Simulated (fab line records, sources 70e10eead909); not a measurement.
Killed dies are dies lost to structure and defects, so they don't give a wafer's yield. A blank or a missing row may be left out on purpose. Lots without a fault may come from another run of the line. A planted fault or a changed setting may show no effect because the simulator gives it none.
Which tool did it? | flow nand_harc | 11 lots, 33 wafers sampled, at 6 steps of a route of 1159

WHAT THE GAUGES READ, wafer by wafer
NHARC_A_CONTACT_INSPECT_10.
lot  | measured     | on                | raw_defect_count
L970 | day 16 23:05 | defect_inspect-02 | 22 20 24
L972 | day 17 07:11 | defect_inspect-02 | 18 19 27
L976 | day 18 23:05 | defect_inspect-02 | 28 25 21
L979 | day 19 17:53 | defect_inspect-02 | 547 500 503
L980 | day 19 21:22 | defect_inspect-01 | 491 463 501
L984 | day 20 16:58 | defect_inspect-01 | 18 13 14
L987 | day 20 22:58 | defect_inspect-01 | 35 27 40
L986 | day 21 05:02 | defect_inspect-01 | 20 34 27
L988 | day 21 17:34 | defect_inspect-02 | 37 50 41
L992 | day 22 08:12 | defect_inspect-02 | 11 11 4
L989 | day 22 11:10 | defect_inspect-02 | 72 72 58

NHARC_END_SORT_01.
lot  | measured     | on        | killed_at_array | killed_at_other | killed_at_periphery | killed_dies | killed_open | killed_short
L979 | day 22 01:38 | prober-02 | 92 95 88        | 0 0 0           | 1 1 0               | 93 96 88    | 3 5 4       | 0 2 2
L980 | day 22 02:29 | prober-01 | 77 71 79        | 2 1 0           | 8 5 6               | 87 77 85    | 3 1 3       | 2 2 0

WHICH TOOL RAN EACH LOT (tool, then ch and the chambers of the sampled wafers, then the start)
lot  | NHARC_A_CONTACT_DEP_85          | NHARC_A_CONTACT_ETCH_30                       | NHARC_A_CONTACT_ETCH_31                       | NHARC_A_CONTACT_ETCH_138
L970 | pecvd-01 ch 0,2, day 16 22:22   | rie_diel-11 ch 0,2, day 17 00:54 or earlier   | rie_diel-11 ch 0,1, day 17 00:54 or earlier   | har_cap_etch-01 ch 1, day 17 00:54
L972 | pecvd-04 ch 0,1,2, day 17 06:29 | rie_diel-09 ch 1,2,3, day 17 08:52 or earlier | rie_diel-09 ch 0,1, day 17 08:52 or earlier   | har_cap_etch-02 ch 0,1, day 17 08:52
L976 | pecvd-04 ch 0,1,2, day 18 22:14 | rie_diel-11 ch 1,2,3, day 19 00:43 or earlier | rie_diel-11 ch 1,2,3, day 19 00:43 or earlier | har_cap_etch-03 ch 0,1, day 19 00:43
L979 | pecvd-02 ch 0,1, day 19 17:07   | rie_diel-09 ch 0,1,3, day 19 19:31 or earlier | rie_diel-09 ch 1,2, day 19 19:31 or earlier   | har_cap_etch-03 ch 0,1, day 19 19:31
L980 | pecvd-02 ch 0,1, day 19 20:36   | rie_diel-01 ch 1,2,3, day 19 23:08 or earlier | rie_diel-01 ch 0,1,3, day 19 23:08 or earlier | har_cap_etch-03 ch 0,1, day 19 23:08
L984 | pecvd-01 ch 0,1, day 20 16:07   | rie_diel-01 ch 1,3, day 20 18:56 or earlier   | rie_diel-01 ch 0,1,3, day 20 18:56 or earlier | har_cap_etch-02 ch 0,1, day 20 18:56
L987 | pecvd-01 ch 0,2, day 20 22:19   | rie_diel-11 ch 0,2,3, day 21 00:39 or earlier | rie_diel-11 ch 0,3, day 21 00:39 or earlier   | har_cap_etch-03 ch 0,1, day 21 00:39
L986 | pecvd-01 ch 0,1, day 21 04:11   | rie_diel-09 ch 1,3, day 21 06:46 or earlier   | rie_diel-09 ch 1,2,3, day 21 06:46 or earlier | har_cap_etch-02 ch 0,1, day 21 06:46
L988 | pecvd-04 ch 1,2, day 21 16:51   | rie_diel-09 ch 1,2,3, day 21 20:12 or earlier | rie_diel-09 ch 1,2,3, day 21 20:12 or earlier | har_cap_etch-03 ch 0,1, day 21 20:12
L992 | pecvd-04 ch 0,1,2, day 22 07:32 | rie_diel-11 ch 0,1, day 22 09:59 or earlier   | rie_diel-11 ch 0,2,3, day 22 09:59 or earlier | har_cap_etch-02 ch 0, day 22 09:59
L989 | pecvd-01 ch 0,2, day 22 10:22   | rie_diel-11 ch 1,3, day 22 12:52 or earlier   | rie_diel-11 ch 0,3, day 22 12:52 or earlier   | har_cap_etch-03 ch 0,1, day 22 12:52
- NHARC_A_CONTACT_DEP_85: deposits SiON, target thk 50 nm.
- NHARC_A_CONTACT_ETCH_30: etches the open film in CF4/CHF3, target depth 60.5 nm, time 30.2 s.
- NHARC_A_CONTACT_ETCH_31: etches the open film in O2/COS, target depth 2000 nm, time 520 s.
- NHARC_A_CONTACT_ETCH_138: etches the open film in C4F8/O2/Ar, time 132 s, target depth 1289 nm.

WHAT THE TOOLS THEMSELVES READ (means of the sampled wafers that have a number; where no wafer has one, the mark that the record gives instead)
NHARC_A_CONTACT_DEP_85.
lot  | tool     | heater_power_w (W) | showerhead_vpp_V (V)
L970 | pecvd-01 | 705                | 1179
L972 | pecvd-04 | 745                | 1121
L976 | pecvd-04 | 761                | 1115
L979 | pecvd-02 | 656                | 1077
L980 | pecvd-02 | 645                | 1087
L984 | pecvd-01 | 707                | 1177
L987 | pecvd-01 | 654                | 1171
L986 | pecvd-01 | 718                | 1180
L988 | pecvd-04 | 760                | 1128
L992 | pecvd-04 | 755                | 1120
L989 | pecvd-01 | 718                | 1206

NHARC_A_CONTACT_ETCH_30.
lot  | tool        | bias_w (W) | drypump_motor_current_A (A) | oes_product_au (a.u.) | rf_vpp_V (V) | showerhead_plenum_p_Torr (Torr) | throttle_valve_pct (%)
L970 | rie_diel-11 | 199.6      | 5.7                         | 0.978                 | 368.0        | 1.52                            | 16.803
L972 | rie_diel-09 | 199.7      | 5.7                         | 0.919                 | 370.7        | 1.56                            | 16.804
L976 | rie_diel-11 | 199.8      | 5.5                         | 0.983                 | 371.3        | 1.60                            | 16.807
L979 | rie_diel-09 | 200.3      | 5.5                         | 0.961                 | 369.5        | 1.56                            | 16.798
L980 | rie_diel-01 | 199.8      | 5.4                         | 0.926                 | 372.1        | 1.63                            | 16.801
L984 | rie_diel-01 | 199.6      | 5.2                         | 0.921                 | 371.9        | 1.63                            | 16.802
L987 | rie_diel-11 | 199.7      | 5.7                         | 0.979                 | 370.7        | 1.54                            | 16.805
L986 | rie_diel-09 | 199.9      | 5.7                         | 0.918                 | 371.2        | 1.57                            | 16.803
L988 | rie_diel-09 | 199.7      | 5.7                         | 0.923                 | 369.5        | 1.55                            | 16.802
L992 | rie_diel-11 | 200.3      | 5.2                         | 0.958                 | 370.5        | 1.56                            | 16.800
L989 | rie_diel-11 | 200.0      | 5.4                         | 0.929                 | 371.0        | 1.56                            | 16.804

NHARC_A_CONTACT_ETCH_31.
lot  | tool        | bias_w (W) | drypump_motor_current_A (A) | oes_product_au (a.u.) | rf_vpp_V (V) | showerhead_plenum_p_Torr (Torr) | throttle_valve_pct (%)
L970 | rie_diel-11 | 299.1      | 5.2                         | 1.005                 | 314.1        | 3.11                            | 28.342
L972 | rie_diel-09 | 299.8      | 5.2                         | 1.000                 | 313.9        | 3.06                            | 28.327
L976 | rie_diel-11 | 299.4      | 5.5                         | 1.014                 | 315.7        | 3.18                            | 28.328
L979 | rie_diel-09 | 299.7      | 5.6                         | 0.986                 | 311.4        | 3.01                            | 28.344
L980 | rie_diel-01 | 300.3      | 5.4                         | 1.000                 | 315.8        | 3.20                            | 28.326
L984 | rie_diel-01 | 299.5      | 5.4                         | 1.008                 | 315.4        | 3.20                            | 28.333
L987 | rie_diel-11 | 299.8      | 5.6                         | 1.007                 | 311.9        | 2.94                            | 28.329
L986 | rie_diel-09 | 300.6      | 5.8                         | 0.989                 | 312.9        | 3.07                            | 28.334
L988 | rie_diel-09 | 299.6      | 5.8                         | 0.991                 | 313.3        | 3.07                            | 28.327
L992 | rie_diel-11 | 299.8      | 5.7                         | 1.007                 | 313.5        | 3.06                            | 28.329
L989 | rie_diel-11 | 299.8      | 5.6                         | 1.011                 | 310.1        | 2.93                            | 28.322

THE ANSWER, worked out from the rows above alone
Rule: what is usual is taken from the lots themselves. Put in order of their means at a reading, lots are off if they are a third of the lots or fewer, leave a main group of 4 or more, and stand apart from it by a gap of 3 or more times the standard deviation of the main group's means; of several such gaps the widest counts. A main group whose means are all the same, to the digits that the tables above print for the reading, isn't used. A lot without any number at a reading at which 4 lots or more have one is off too. The other lots that the step has rows for count as sound. The gauges are gone through in route order, then the tools' own readings, and for those a lot's mean is taken as printed above. The first step at which some lot is off is used, and at that step the reading that is off furthest; a lot without a number counts as furthest.
Off: L979, L980, at NHARC_A_CONTACT_INSPECT_10 (raw_defect_count). The main group: mean 29, standard deviation 16.
A tool fits if, at a process step before that reading, it ran every lot that is off, and no sound lot after the first of them. The gauges at NHARC_A_CONTACT_INSPECT_10 are tried like those tools. One fits: pecvd-02 at NHARC_A_CONTACT_DEP_85. It ran no sound lot before its first lot that is off in this sample, so the start can't be narrowed down.

WHAT THE SIMULATOR HAD PUT IN
Chamber particle source: pecvd-02, from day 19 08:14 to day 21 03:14, at NHARC_A_CONTACT_DEP_85. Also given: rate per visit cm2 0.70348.
Lots struck among those shown: L979, L980. The rule above found the same.
